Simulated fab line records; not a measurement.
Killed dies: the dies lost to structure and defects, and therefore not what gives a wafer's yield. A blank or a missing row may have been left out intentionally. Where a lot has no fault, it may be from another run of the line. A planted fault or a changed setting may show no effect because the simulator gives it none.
Which of the tools did it? + flow nand-harc + 11 lots, 33 wafers sampled, at 5 steps of a route of 1159

WHAT THE GAUGES SHOWED, per wafer
NHARC_END_SORT_01.
| lot  | measured     | on        | killed-at-array | killed-at-other | killed-at-periphery | killed-dies | killed-open | killed-short |
|------|--------------|-----------|-----------------|-----------------|---------------------|-------------|-------------|--------------|
| L568 | day 21 07:18 | prober-02 | 672 12 673      | 2 6 0           | 1 4 3               | 675 22 676  | 0 4 8       | 3 2 3        |
| L567 | day 21 04:48 | prober-01 | 31 667 30       | 1 1 3           | 5 5 4               | 37 673 37   | 1 0 3       | 2 1 4        |

TOOL THAT RAN EACH LOT (tool first, then ch and the chambers of the sampled wafers, then the start)
| lot  | NHARC_A_STAIRCASE_TRIM_200                    | NHARC_A_STAIRCASE_TRIM_226         | NHARC_A_STAIRCASE_ETCH_232                    | NHARC_A_STAIRCASE_TRIM_233                    |
|------|-----------------------------------------------|------------------------------------|-----------------------------------------------|-----------------------------------------------|
| L561 | rie-diel-04 ch 1,3, day 11 06:30 or earlier   | rie-diel-04 ch 0,2, day 11 06:30   | rie-diel-04 ch 0,1, no start                  | rie-diel-04 ch 1,2, no start                  |
| L562 | rie-diel-04 ch 1,2,3, day 11 16:10 or earlier | rie-diel-04 ch 0,1,3, day 11 16:10 | rie-diel-04 ch 2,3, no start                  | rie-diel-04 ch 0,1, no start                  |
| L566 | rie-diel-12 ch 1,2,3, day 12 12:50 or earlier | rie-diel-04 ch 0,2,3, day 12 12:50 | rie-diel-04 ch 0,1,3, no start                | rie-diel-04 ch 0,2,3, no start                |
| L568 | rie-diel-11 ch 1,2,3, day 12 18:22 or earlier | rie-diel-11 ch 0,3, day 12 18:22   | rie-diel-04 ch 0,2,3, day 21 07:18 or earlier | rie-diel-04 ch 0,1,3, day 21 07:18 or earlier |
| L567 | rie-diel-12 ch 0,3, day 12 18:35 or earlier   | rie-diel-11 ch 0,2,3, day 12 18:35 | rie-diel-11 ch 2,3, day 21 04:48 or earlier   | rie-diel-11 ch 2,3, day 21 04:48 or earlier   |
| L570 | rie-diel-11 ch 0,1,2, day 13 15:47 or earlier | rie-diel-04 ch 0,3, day 13 15:47   | rie-diel-04 ch 2,3, no start                  | rie-diel-04 ch 0,2, no start                  |
| L572 | rie-diel-12 ch 0,1,2, day 14 03:19 or earlier | rie-diel-04 ch 1,2, day 14 03:19   | rie-diel-12 ch 1,2,3, no start                | rie-diel-12 ch 0,2,3, no start                |
| L581 | rie-diel-12 ch 0,2,3, day 15 20:23 or earlier | rie-diel-12 ch 2,3, day 15 20:23   | rie-diel-12 ch 0,1, no start                  | rie-diel-12 ch 1,3, no start                  |
| L578 | rie-diel-11 ch 0,3, day 15 20:02 or earlier   | rie-diel-04 ch 1,2, day 15 20:02   | rie-diel-04 ch 0,1,2, no start                | rie-diel-04 ch 0,1,2, no start                |
| L584 | rie-diel-04 ch 1,2,3, day 16 23:57 or earlier | rie-diel-04 ch 0,1,2, day 16 23:57 | rie-diel-11 ch 2,3, no start                  | rie-diel-11 ch 0,1,2, no start                |
| L582 | rie-diel-04 ch 0,1, day 17 04:28 or earlier   | rie-diel-11 ch 0,2,3, day 17 04:28 | rie-diel-12 ch 0,1,3, no start                | rie-diel-12 ch 1,2,3, no start                |
- NHARC_A_STAIRCASE_TRIM_200: chemistry O2, time 211.2 s.
- NHARC_A_STAIRCASE_TRIM_226: chemistry O2, time 211.2 s.
- NHARC_A_STAIRCASE_ETCH_232: etches the open film in C4F8/O2, target depth 100 nm, time 40.5 s.
- NHARC_A_STAIRCASE_TRIM_233: chemistry O2, time 211.2 s.

AS READ BY THE TOOLS THEMSELVES (means over the sampled wafers that have a number; for cases with no such wafer, the mark the record gives instead)
NHARC_A_STAIRCASE_TRIM_200.
| lot  | tool        | drypump-motor-current-A (A) | oes-product-au (a.u.) | rf-vpp-V (V) | run-length-s (s) | showerhead-plenum-p-Torr (Torr) | throttle-valve-pct (%) |
|------|-------------|-----------------------------|-----------------------|--------------|------------------|---------------------------------|------------------------|
| L561 | rie-diel-04 | 5.6                         | 0.996                 | 57.9         | 232.8            | 3.58                            | 17.032                 |
| L562 | rie-diel-04 | 5.7                         | 0.998                 | 57.9         | 232.6            | 3.51                            | 17.040                 |
| L566 | rie-diel-12 | 5.6                         | 1.000                 | 57.3         | 232.5            | 3.52                            | 17.043                 |
| L568 | rie-diel-11 | 5.7                         | 1.002                 | 57.5         | 232.4            | 3.60                            | 17.032                 |
| L567 | rie-diel-12 | 5.8                         | 1.006                 | 57.7         | 232.3            | 3.57                            | 17.027                 |
| L570 | rie-diel-11 | 5.4                         | 1.010                 | 58.0         | 232.4            | 3.45                            | 17.025                 |
| L572 | rie-diel-12 | 5.5                         | 0.989                 | 57.8         | 232.4            | 3.47                            | 17.043                 |
| L581 | rie-diel-12 | 5.8                         | 1.000                 | 57.8         | 232.3            | 3.55                            | 17.037                 |
| L578 | rie-diel-11 | 5.4                         | 1.005                 | 57.4         | 232.6            | 3.44                            | 17.039                 |
| L584 | rie-diel-04 | 5.7                         | 1.008                 | 58.0         | 232.8            | 3.49                            | 17.041                 |
| L582 | rie-diel-04 | 5.8                         | 0.992                 | 57.2         | 233.1            | 3.36                            | 17.032                 |

NHARC_A_STAIRCASE_TRIM_226.
| lot  | tool        | drypump-motor-current-A (A) | oes-product-au (a.u.) | rf-vpp-V (V) | run-length-s (s) | showerhead-plenum-p-Torr (Torr) | throttle-valve-pct (%) |
|------|-------------|-----------------------------|-----------------------|--------------|------------------|---------------------------------|------------------------|
| L561 | rie-diel-04 | 5.2                         | 1.001                 | 56.7         | 232.6            | 3.37                            | 17.041                 |
| L562 | rie-diel-04 | 5.5                         | 1.003                 | 57.3         | 232.8            | 3.47                            | 17.043                 |
| L566 | rie-diel-04 | 5.3                         | 0.999                 | 58.1         | 232.4            | 3.48                            | 17.031                 |
| L568 | rie-diel-11 | 5.4                         | 0.998                 | 57.2         | 177.0            | 3.45                            | 17.040                 |
| L567 | rie-diel-11 | 5.3                         | 0.998                 | 58.2         | 204.6            | 3.58                            | 17.038                 |
| L570 | rie-diel-04 | 5.1                         | 1.004                 | 57.5         | 232.6            | 3.43                            | 17.032                 |
| L572 | rie-diel-04 | 6.0                         | 1.000                 | 57.8         | 232.8            | 3.42                            | 17.029                 |
| L581 | rie-diel-12 | 5.9                         | 0.993                 | 58.2         | 232.4            | 3.60                            | 17.022                 |
| L578 | rie-diel-04 | 5.9                         | 0.996                 | 57.8         | 232.4            | 3.42                            | 17.031                 |
| L584 | rie-diel-04 | 5.6                         | 1.010                 | 56.9         | 232.7            | 3.38                            | 17.031                 |
| L582 | rie-diel-11 | 5.3                         | 0.999                 | 58.1         | 232.2            | 3.74                            | 17.038                 |

NHARC_A_STAIRCASE_ETCH_232.
| lot  | tool        | oes-product-au (a.u.) | rf-vpp-V (V) |
|------|-------------|-----------------------|--------------|
| L561 | rie-diel-04 | 0.942                 | 891          |
| L562 | rie-diel-04 | 0.940                 | 898          |
| L566 | rie-diel-04 | 0.948                 | 894          |
| L568 | rie-diel-04 | 0.953                 | 895          |
| L567 | rie-diel-11 | 0.950                 | 902          |
| L570 | rie-diel-04 | 0.933                 | 895          |
| L572 | rie-diel-12 | 0.932                 | 896          |
| L581 | rie-diel-12 | 0.927                 | 893          |
| L578 | rie-diel-04 | 0.949                 | 891          |
| L584 | rie-diel-11 | 0.950                 | 904          |
| L582 | rie-diel-12 | 0.950                 | 895          |

NHARC_A_STAIRCASE_TRIM_233.
| lot  | tool        | drypump-motor-current-A (A) | oes-product-au (a.u.) | rf-vpp-V (V) | run-length-s (s) | showerhead-plenum-p-Torr (Torr) | throttle-valve-pct (%) |
|------|-------------|-----------------------------|-----------------------|--------------|------------------|---------------------------------|------------------------|
| L561 | rie-diel-04 | 6.0                         | 1.008                 | 57.9         | 232.5            | 3.43                            | 17.039                 |
| L562 | rie-diel-04 | 5.8                         | 1.005                 | 58.1         | 233.1            | 3.38                            | 17.037                 |
| L566 | rie-diel-04 | 5.3                         | 0.996                 | 57.3         | 232.5            | 3.48                            | 17.036                 |
| L568 | rie-diel-04 | 5.5                         | 1.003                 | 57.2         | 232.8            | 3.46                            | 17.039                 |
| L567 | rie-diel-11 | 5.6                         | 1.011                 | 57.9         | 232.8            | 3.73                            | 17.041                 |
| L570 | rie-diel-04 | 5.3                         | 1.004                 | 57.6         | 232.6            | 3.36                            | 17.033                 |
| L572 | rie-diel-12 | 5.9                         | 0.998                 | 57.6         | 232.1            | 3.56                            | 17.048                 |
| L581 | rie-diel-12 | 5.7                         | 0.997                 | 57.5         | 232.6            | 3.54                            | 17.032                 |
| L578 | rie-diel-04 | 5.6                         | 0.998                 | 56.6         | 232.4            | 3.38                            | 17.041                 |
| L584 | rie-diel-11 | 5.4                         | 0.995                 | 58.6         | 232.4            | 3.61                            | 17.034                 |
| L582 | rie-diel-12 | 5.6                         | 1.005                 | 57.1         | 232.6            | 3.50                            | 17.037                 |

THE ANSWER, worked out from the rows above alone
Rule: what is usual is taken from the lots themselves. Put in order of their means at a reading, lots are off if they are a third of the lots or fewer, leave a main group of 4 or more, and stand apart from it by a gap of 3 or more times the standard deviation of the main group's means; of several such gaps the widest counts. The tables above print the reading to a certain number of digits; a main group whose means all agree to those digits is not used. A lot without any number at a reading at which 4 lots or more have one is off too. Where the step has rows for the other lots, those lots are counted as sound. Order of review: gauges by route order, followed by the tools' own readings, for which a lot's mean as printed above is used. The first step at which some lot is off is used, and at that step the reading that is off furthest; a lot without a number counts as furthest.
Off: L568, L567 (NHARC_A_STAIRCASE_TRIM_226, run-length-s). The main group has a mean of 232.5 s with a standard deviation of 0.19.
If a tool, at that step or one of the process steps before it, ran each lot that is off and ran no sound lot following the first of them, it fits. NHARC_A_STAIRCASE_TRIM_200 gives no start for some lots, so the hours and the order of its lots are those of NHARC_A_STAIRCASE_TRIM_226. No candidate that was tried fits.

WHAT THE SIMULATOR PUT IN
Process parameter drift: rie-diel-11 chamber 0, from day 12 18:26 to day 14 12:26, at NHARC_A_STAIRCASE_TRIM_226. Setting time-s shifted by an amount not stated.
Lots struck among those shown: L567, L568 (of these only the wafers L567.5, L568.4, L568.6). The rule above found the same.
